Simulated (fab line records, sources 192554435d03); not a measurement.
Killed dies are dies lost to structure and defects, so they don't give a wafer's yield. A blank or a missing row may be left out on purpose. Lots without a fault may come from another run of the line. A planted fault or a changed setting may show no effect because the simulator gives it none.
Chamber matching | flow n5_finfet | N5_BEOL_M7_CMP_52 on cmp-04: 4 sister chambers
The step polishes, stops on SiCOH lowk, t overpolish 6.9 s, target thk 80 nm. 8 wafers are shown with their chamber, then 11 later ones without.

WAFERS WITH THEIR CHAMBER
wafer  | chamber | motor_current_A (A) | time_to_endpoint_s (s)
L078.3 | 3       | 5.9                 | 60.2
L080.1 | 0       | 6.7                 | 66.0
L083.1 | 3       | 5.8                 | 61.6
L083.5 | 1       | 6.4                 | 62.9
L083.6 | 0       | 6.4                 | 62.7
L082.5 | 1       | 6.6                 | 57.6
L082.6 | 2       | 5.4                 | 58.9
L088.3 | 2       | 5.5                 | 61.5

WAFERS WITHOUT THEIR CHAMBER
wafer  | motor_current_A (A) | time_to_endpoint_s (s)
L088.5 | 5.9                 | 64.0
L088.6 | 5.8                 | 60.0
L087.3 | 6.0                 | 57.0
L087.4 | 5.7                 | 58.4
L087.6 | 6.2                 | 60.6
L097.1 | 5.9                 | 60.3
L097.2 | 6.6                 | 62.5
L097.6 | 6.6                 | 64.5
L095.1 | 6.2                 | 57.5
L095.4 | 5.5                 | 58.1
L095.6 | 5.3                 | 61.2

WHICH CHAMBER EACH WENT THROUGH
wafer  | from the rows above          | in truth
L088.5 | 3                            | 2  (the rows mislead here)
L088.6 | 3                            | 3
L087.3 | can't be placed: 3 or 1      | 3
L087.4 | can't be placed: 3 or 2      | 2
L087.6 | can't be placed: 1 or 3 or 0 | 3
L097.1 | 3                            | 3
L097.2 | can't be placed: 0 or 1      | 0
L097.6 | can't be placed: 0 or 1      | 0
L095.1 | can't be placed: 1 or 3 or 0 | 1
L095.4 | can't be placed: 2 or 3      | 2
L095.6 | 2                            | 2
Placed correctly: 3 of 11. Can't be placed from these rows: 7 (the true chamber is among the candidates in 7). Placed wrongly: 1.
How it was worked out, from the rows above alone: a wafer's distance from a chamber is the root of the sum, over the readings, of the square of ((its reading less the chamber's mean) divided by the reading's scatter). The wafer belongs to the nearest chamber; if the next one is less than 2 further off, it can't be placed. A chamber's mean is the mean of its shown wafers. The scatter: the root of (the sum of the squares of (reading less its chamber's mean) over the shown wafers, divided by (wafers less chambers)).
